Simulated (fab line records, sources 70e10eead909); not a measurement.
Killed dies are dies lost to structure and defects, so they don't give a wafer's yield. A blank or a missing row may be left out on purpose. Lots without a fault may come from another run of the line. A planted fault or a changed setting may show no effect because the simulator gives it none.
fab line records | flow nand_harc
record lots=15 wafers=45 last_day=34
route steps=1302 shown A_CONTACT@1024
lots that met no fault: from a run of the same line without faults
start_h: hours from the record's first day to the start of the lot's first wafer shown | wait_h: hours since the lot's step before | " the same as in the row above | L1.1+2: a row that stands for several wafers | - no value, or no start given | * or withheld: withheld | < > ~ a bound
route shown NAME@n: a module of which the file shows steps, and the number in the route of the first | usual: mean/standard deviation of fault-free wafers | same: alike in all rows | chamber/n: place in a boat | sites: the reading at each site | _std_site: their standard deviation | _edge_site: outer sites' mean less inner sites' | radius_mm: how far each site lies from the wafer's centre | mask NAME#n: copy n | behind: the tool/chamber that last shaped the wafer | hold: why the lot was held/for how many hours/how that ended | device: the transistor (n, p or np) that didn't switch | end of line: the same wafers' tests at the end of the route | a step without rows: its recipe alone | killed: dies lost to structure and defects at the first sort, not the wafer's yield | map: a wafer's dies, x killed, . not, _ none there
set.NAME: the setting as run; set.NAME@STEP: as run at that earlier step | model.NAME: the simulator's own value behind a step, which no gauge read
steps of the route over a sample of lots; a table a step, a row a wafer
services: from which hour (start_h, from the record's first day; less than 0 if before it) a tool's chamber was out of use, for how many hours, and why
## steps
# step NHARC_A_CONTACT_ETCH_102
# recipe target_depth_a=1000 overetch_a=100 time_s=55 ion_energy_ev=100 cf4_flow_sccm=80 o2_flow_sccm=20 ar_flow_sccm=0 rf_w=300 bias_w=100 chemistry=CF4/O2
# usual bias_w=100.0/0.31 cf4_flow_sccm=80.00/0.23 drypump_motor_current_A=5.8/0.34 oes_product_au=1.001/0.01 rf_vpp_V=197.4/1.3 showerhead_plenum_p_Torr=1.32/0.05 throttle_valve_pct=13.397/0.0099
# columns lot.wafer tool chamber start_h wait_h bias_w cf4_flow_sccm drypump_motor_current_A oes_product_au rf_hours_counter_h rf_vpp_V showerhead_plenum_p_Torr throttle_valve_pct
L228.2 rie_diel-04 0 496.46 0.1 99.4 80.03 5.6 1.003 24 195.5 1.26 13.410
L228.4 " 3 " " 99.7 80.15 5.5 1.011 20 198.2 1.36 13.381
L228.5 " 0 " " 99.9 80.32 5.6 1.004 - 197.1 1.26 13.387
L229.4 rie_diel-03 0 513.63 0.1 100.0 80.26 5.7 1.002 14 200.4 1.35 13.387
L229.2 " 1 " " 99.8 80.19 5.6 0.991 15 200.2 1.37 13.400
L229.5 " 3 " " 100.0 79.66 6.3 0.986 - 196.2 1.33 13.397
L231.1 rie_diel-04 3 524.51 0.1 99.9 80.01 5.5 1.010 24 198.5 1.36 13.403
L231.4 " 2 " " 101.0 80.17 6.2 1.007 29 199.8 1.37 13.389
L231.6 " 3 " " 99.7 80.10 5.5 1.012 - 198.2 1.36 13.394
L232.1 rie_diel-03 2 533.94 0.1 99.6 79.91 6.6 0.990 21 194.4 1.24 13.378
L232.3 " 3 " " 99.7 79.46 6.3 0.986 23 196.2 1.33 13.394
L232.5 " 3 " " 99.5 79.74 6.3 0.991 - 198.9 1.33 13.393
L230.1 rie_diel-02 2 533.99 0.1 100.1 80.04 6.0 1.017 46 196.3 1.25 13.395
L230.2 " 3 " " 100.3 80.24 6.1 1.007 40 197.9 1.32 13.418
L230.6 " 2 " " 99.8 80.19 6.0 1.013 - 195.7 1.25 13.410
L234.2 rie_diel-04 2 556.49 0.1 99.4 79.63 6.3 0.986 2 198.0 1.37 13.394
L234.4 " 0 " " 99.9 80.12 5.6 0.993 2 195.9 1.26 13.380
L234.5 " 3 " " 100.3 79.90 5.5 1.006 - 197.9 1.36 13.411
L239.1 rie_diel-04 0 605.45 0.1 100.6 79.79 5.6 1.003 8 197.1 1.25 13.397
L239.2 " 2 " " 99.4 79.90 6.3 0.989 8 197.7 1.37 13.407
L239.6 " 0 " " 100.1 79.93 5.6 1.007 - 196.3 1.25 13.397
L238.4 rie_diel-02 2 611.17 0.1 100.4 79.89 6.0 1.008 15 196.5 1.24 13.390
L238.3 " 0 " " 100.3 79.76 5.6 1.005 10 196.7 1.35 13.401
L238.5 " 2 " " 100.3 79.68 6.0 1.007 - 196.0 1.24 13.389
L240.3 rie_diel-02 1 612.09 0.0 100.4 80.35 5.9 0.985 12 195.1 1.27 13.390
L240.6 " 1 " " 100.5 80.15 5.9 0.992 - 196.0 1.27 13.407
L240.5 " 2 " " 99.6 80.05 6.0 1.008 - 195.0 1.24 13.402
L244.4 rie_diel-03 3 657.50 0.1 99.8 79.88 6.3 0.995 3 198.0 1.32 13.407
L244.6 " 1 " " 99.8 79.85 5.6 0.997 - 197.7 1.36 13.390
L244.5 " 2 " " 100.1 80.21 6.7 1.010 - 199.9 1.45 13.397
L246.1 rie_diel-03 3 673.96 0.1 99.8 80.20 6.3 0.990 9 197.7 1.32 13.408
L246.4 " 0 " " 100.1 80.23 5.7 1.006 8 198.7 1.33 13.377
L246.5 " 2 " " 99.9 80.29 6.6 0.996 - 200.8 1.44 13.391
L247.4 rie_diel-04 3 688.20 0.0 99.9 80.39 5.5 1.010 25 197.1 1.35 13.386
L247.2 " 2 " " 100.1 79.63 6.2 0.985 24 198.5 1.37 13.396
L247.5 " 3 " " 99.8 79.90 5.5 1.011 - 198.8 1.35 13.423
L248.2 rie_diel-04 1 699.89 0.1 100.1 79.86 5.6 0.998 26 197.8 1.29 13.402
L248.4 " 1 " " 100.4 80.15 5.6 0.992 - 197.0 1.29 13.411
L248.5 " 3 " " 100.0 80.06 5.5 1.009 - 198.2 1.35 13.385
L249.4 rie_diel-04 3 703.15 0.0 99.3 80.06 5.5 1.015 28 198.3 1.35 13.404
L249.6 " 3 " " 99.9 80.10 5.5 1.004 - 199.7 1.35 13.384
L249.5 " 0 " " 99.9 80.36 5.6 1.005 - 196.5 1.25 13.393
L251.1 rie_diel-04 0 736.88 0.1 100.3 79.94 5.6 1.018 4 195.9 1.25 13.396
L251.2 " 1 " " 100.2 80.08 5.6 0.997 1 197.9 1.29 13.397
L251.5 " 3 " " 100.2 79.92 5.5 1.006 - 198.4 1.35 13.410
# step NHARC_A_CONTACT_DEP_57
# recipe target_thk_a=53000 temp_c=400 material=aC
# usual throttle_valve_pct=35.001/0.0083
# columns lot.wafer tool chamber start_h wait_h throttle_valve_pct
L228.2 acl_dep-03 0 499.55 - 35.003
L228.4 " 0 500.63 - 34.998
L228.5 " 0 " " 35.004
L229.2 acl_dep-02 0 515.19 - 34.999
L229.4 " 0 516.29 - 35.017
L229.5 " 0 " " 35.002
L231.1 acl_dep-02 0 527.31 - 34.986
L231.4 " 0 528.95 - 34.996
L231.6 " 0 530.05 - 35.003
L232.1 acl_dep-01 0 534.66 - 35.002
L232.3 " 0 535.73 - 34.997
L232.5 " 0 536.81 - 35.006
L230.1 acl_dep-02 0 535.06 - 35.005
L230.2 " 0 " " 35.005
L230.6 " 0 537.75 - 35.002
L234.2 acl_dep-03 0 561.25 - 35.000
L234.4 " 0 562.33 - 34.992
L234.5 " 0 " " 34.991
L239.1 acl_dep-02 0 606.11 - 34.992
L239.2 " 0 " " 35.001
L239.6 " 0 608.81 - 34.998
L238.3 acl_dep-01 0 617.15 - 35.002
L238.4 " 0 " " 35.017
L238.5 " 0 " " 35.002
L240.3 acl_dep-01 0 620.34 - 35.001
L240.5 " 0 621.43 - 35.000
L240.6 " 0 " " 34.997
L244.4 acl_dep-01 0 660.91 - 34.991
L244.5 " 0 " " 34.991
L244.6 " 0 " " 35.008
L246.1 acl_dep-02 0 675.43 - 35.003
L246.4 " 0 677.03 - 35.012
L246.5 " 0 " " 35.000
L247.2 acl_dep-01 0 692.33 - 35.006
L247.4 " 0 693.41 - 35.005
L247.5 " 0 " " 35.003
L248.2 acl_dep-02 0 701.15 - 35.009
L248.4 " 0 702.22 - 34.995
L248.5 " 0 " " 35.014
L249.4 acl_dep-03 0 706.33 - 35.021
L249.5 " 0 " " 35.006
L249.6 " 0 " " 34.987
L251.1 acl_dep-02 0 741.37 - 34.995
L251.2 " 0 " " 34.999
L251.5 " 0 743.54 - 35.006
# step NHARC_A_CONTACT_ETCH_77
# recipe target_depth_a=1089 time_s=54.5 cf4_flow_sccm=100 chf3_flow_sccm=30 ar_flow_sccm=0 rf_w=500 bias_w=200 chemistry=CF4/CHF3
# usual bias_w=199.8/0.58 cf4_flow_sccm=100.00/0.3 drypump_motor_current_A=5.9/0.35 oes_product_au=0.937/0.021 rf_vpp_V=370.0/2.1 showerhead_plenum_p_Torr=1.55/0.059 throttle_valve_pct=16.803/0.0083
# columns lot.wafer tool chamber start_h wait_h bias_w cf4_flow_sccm drypump_motor_current_A oes_product_au rf_hours_counter_h rf_vpp_V showerhead_plenum_p_Torr throttle_valve_pct
L228.4 rie_diel-04 0 503.73 - 200.9 99.86 5.6 0.919 25 368.2 1.48 16.810
L228.2 " 3 " " 200.3 99.99 5.5 0.925 22 369.9 1.60 16.799
L228.5 " 0 " " 200.5 100.48 5.6 0.925 - 366.4 1.48 16.803
L229.2 rie_diel-04 3 519.38 - 200.2 99.91 5.5 0.973 23 370.2 1.60 16.806
L229.4 " 0 " " 199.2 100.03 5.6 0.976 27 367.4 1.48 16.816
L229.5 " 0 " " 199.2 100.17 5.6 0.972 - 366.8 1.48 16.811
L231.1 rie_diel-02 3 532.23 - 199.5 100.17 6.1 0.926 39 368.3 1.55 16.802
L231.6 " 3 " " 199.4 100.51 6.1 0.927 - 370.5 1.55 16.794
L231.4 " 2 " " 199.5 99.96 6.0 0.920 - 366.7 1.47 16.802
L232.3 rie_diel-02 3 539.20 - 200.6 100.02 6.1 0.921 40 369.9 1.55 16.800
L232.1 " 0 " " 199.7 99.37 5.6 0.923 46 373.4 1.59 16.804
L232.5 " 3 " " 200.3 100.19 6.1 0.936 - 371.4 1.55 16.816
L230.1 rie_diel-03 3 539.74 - 199.4 99.87 6.3 0.911 25 370.4 1.56 16.799
L230.2 " 2 " " 200.2 100.01 6.6 0.927 22 366.2 1.46 16.802
L230.6 " 0 " " 200.0 100.48 5.7 0.922 - 370.3 1.59 16.809
L234.4 rie_diel-04 2 565.75 - 199.6 99.64 6.2 0.919 3 371.8 1.61 16.800
L234.2 " 1 " " 200.0 100.19 5.6 0.920 3 370.5 1.53 16.787
L234.5 " 3 " " 199.3 99.95 5.5 0.945 - 371.6 1.60 16.803
L239.2 rie_diel-04 3 610.68 - - - - - - - - -
L239.1 " 0 " " - - - - - - - -
L239.6 " 1 " " - - - - - - - -
L238.3 rie_diel-02 0 620.72 - - - - - - - - -
L238.4 " 2 " " - - - - - - - -
L238.5 " 0 " " - - - - - - - -
L240.3 rie_diel-04 3 623.83 - - - - - - - - -
L240.5 " 3 " " - - - - - - - -
L240.6 " 0 " " - - - - - - - -
L244.4 rie_diel-02 3 663.86 - 199.8 100.04 6.1 0.934 27 368.9 1.54 16.793
L244.6 " 1 " " 200.0 100.52 5.9 0.910 - 367.6 1.50 16.813
L244.5 " 2 " " 199.7 100.12 6.0 0.932 - 367.2 1.46 16.807
L246.1 rie_diel-03 0 680.08 - 200.7 100.20 5.7 0.925 11 371.2 1.57 16.806
L246.4 " 1 " " 200.1 99.79 5.6 0.943 12 372.0 1.60 16.817
L246.5 " 3 " " 200.2 99.62 6.3 0.919 - 368.2 1.55 16.791
L247.4 rie_diel-03 0 696.82 - 199.5 100.08 5.7 0.959 14 369.3 1.57 16.820
L247.2 " 1 " " 200.4 100.18 5.6 0.966 15 370.6 1.60 16.812
L247.5 " 2 " " 200.3 99.65 6.6 0.952 - 374.1 1.70 16.807
L248.2 rie_diel-04 2 705.43 - 198.8 99.65 6.3 0.907 26 371.9 1.61 16.796
L248.4 " 3 " " 200.0 100.13 5.5 0.924 29 371.6 1.59 16.804
L248.5 " 2 " " 198.5 100.01 6.2 0.912 - 372.1 1.61 16.794
L249.4 rie_diel-02 1 709.48 - 199.3 99.40 6.0 0.900 41 369.1 1.50 16.810
L249.5 " 2 " " 200.5 100.31 6.0 0.926 - 365.6 1.46 16.812
L249.6 " 3 " " 199.3 100.17 6.1 0.935 - 369.0 1.54 16.796
L251.2 rie_diel-04 2 746.09 - 199.8 99.95 6.2 0.919 5 371.7 1.61 16.801
L251.1 " 3 " " 199.2 100.14 5.5 0.923 5 370.7 1.59 16.807
L251.5 " 1 " " 200.2 100.49 5.6 0.920 - 369.1 1.53 16.798
# step NHARC_A_CONTACT_ETCH_131
# recipe source_w=withheld pressure_mtorr=20 bias_v=3000 time_s=197 target_depth_a=19180 ar_flow_sccm=withheld c4f8_flow_sccm=withheld o2_flow_sccm=withheld chemistry=C4F8/O2/Ar
# usual chamber_pressure_mTorr=20.001/0.017 oes_air_line_au=1.000/0.02
# columns lot.wafer tool chamber start_h wait_h chamber_pressure_mTorr oes_air_line_au rf_hours_counter_h
L228.2 har_cap_etch-03 0 506.02 0.1 19.991 0.966 42
L228.4 " 1 " " 19.986 1.007 -
L228.5 " 0 " " 19.998 0.980 -
L229.2 har_cap_etch-01 1 522.10 0.2 20.012 0.984 1
L229.4 " 1 " " 19.984 1.004 -
L229.5 " 0 " " 19.985 0.996 -
L231.1 har_cap_etch-02 0 534.85 0.1 19.995 1.012 91
L231.4 " 0 " " 19.989 1.015 -
L231.6 " 0 " " 19.978 0.991 -
L232.1 har_cap_etch-01 0 541.51 0.1 19.984 1.026 5
L232.3 " 1 " " 20.010 0.996 -
L232.5 " 1 " " 20.005 0.983 -
L230.2 har_cap_etch-02 1 542.02 0.1 20.007 0.975 93
L230.1 " 0 " " 19.991 0.964 93
L230.6 " 1 " " 19.997 1.004 -
L234.2 har_cap_etch-03 0 568.03 0.1 20.003 1.001 55
L234.4 " 1 " " 20.004 0.967 -
L234.5 " 0 " " 19.971 1.000 -
L239.2 har_cap_etch-01 1 614.24 0.2 20.009 1.015 17
L239.1 " 0 " " 20.020 0.987 17
L239.6 " 1 " " 19.997 1.016 -
L238.3 har_cap_etch-03 0 623.05 0.1 20.017 1.010 -
L238.4 " 1 " " 19.991 1.013 -
L238.5 " 0 " " 20.007 1.015 -
L240.3 har_cap_etch-01 1 626.17 0.1 20.032 0.959 -
L240.6 " 1 " " 19.983 0.991 -
L240.5 " 0 " " 20.012 1.003 -
L244.4 har_cap_etch-03 1 666.23 0.1 20.012 1.025 -
L244.5 " 0 " " 19.988 0.996 -
L244.6 " 1 " " 20.000 1.006 -
L246.1 har_cap_etch-01 1 682.38 0.1 19.982 1.008 30
L246.4 " 0 " " 19.995 0.982 -
L246.5 " 1 " " 20.021 1.000 -
L247.2 har_cap_etch-02 1 699.12 0.1 19.978 0.977 119
L247.4 " 0 " " 19.995 1.019 -
L247.5 " 0 " " 20.021 0.968 -
L248.2 har_cap_etch-03 1 707.73 0.1 19.999 1.005 82
L248.4 " 0 " " 20.016 1.004 -
L248.5 " 1 " " 20.003 0.974 -
L249.4 har_cap_etch-03 0 711.80 0.1 20.010 0.979 -
L249.6 " 0 " " 19.998 1.007 -
L249.5 " 1 " " 19.987 0.987 -
L251.1 har_cap_etch-02 0 748.36 0.1 19.991 1.000 127
L251.2 " 1 " " 20.022 0.998 127
L251.5 " 1 " " 20.018 0.977 -
## services
# columns tool chamber start_h hours kind
acl_dep-03 - 484.11 13.0 pm
rie_diel-03 0 485.25 7.6 repair
rie_diel-04 0 487.06 - clean
rie_diel-04 1 487.06 - clean
rie_diel-04 2 487.06 - clean
rie_diel-04 3 487.06 - clean
har_cap_etch-01 - 497.00 17.0 pm
rie_diel-04 0 511.59 - clean
rie_diel-04 1 511.59 - clean
rie_diel-03 1 518.37 15.8 repair
rie_diel-04 - 531.90 9.0 pm
acl_dep-01 - 549.66 13.0 pm
rie_diel-02 - 572.22 9.0 pm
acl_dep-02 - 609.35 13.0 pm
rie_diel-03 - 635.98 9.0 pm
acl_dep-03 - 665.86 13.0 pm
rie_diel-03 2 686.75 4.4 repair
rie_diel-03 1 698.73 5.7 repair
har_cap_etch-02 - 702.83 0.5 repair
rie_diel-04 1 728.03 7.0 repair
rie_diel-03 3 729.27 9.7 repair
rie_diel-02 1 730.55 5.9 repair
acl_dep-01 - 730.66 13.0 pm
rie_diel-03 3 745.25 21.0 repair
## key
first_sign step=NHARC_A_CONTACT_ETCH_77 reading=tool_record direction=missing
effect none on later readings
met_at NHARC_A_CONTACT_ETCH_77
struck_lots L238,L239,L240
later_rows_left_out L238.3,L238.4,L238.5,L239.1,L239.2,L239.6,L240.3,L240.5,L240.6
sort_left_out L238.3,L238.4,L238.5,L239.1,L239.2,L239.6,L240.3,L240.5,L240.6
tester_left_out L238,L239,L240
not_acting_at NHARC_A_CONTACT_ETCH_102,NHARC_A_CONTACT_DEP_57,NHARC_A_CONTACT_ETCH_131
onset_between 565.75 610.68
fault kind=skipped_step_whole tool=rie_diel-02,rie_diel-04 chamber=- onset_h=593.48 steps=NHARC_A_CONTACT_ETCH_77 scope=struck_lots_only
# tester_left_out: of these lots the tester's yield and bins aren't shown, on N5 and GAA mostly nor the transistor test; their killed dies are dies lost to structure and defects alone, not to doping, threshold or leakage, so they don't give the yield
# sort_left_out: the simulated sort isn't trusted on such a fault, so these wafers' sort isn't shown, and their yield isn't known
# later_rows_left_out: the simulator's readings of these wafers behind a module that went badly wrong aren't trusted and aren't shown, but for the sort
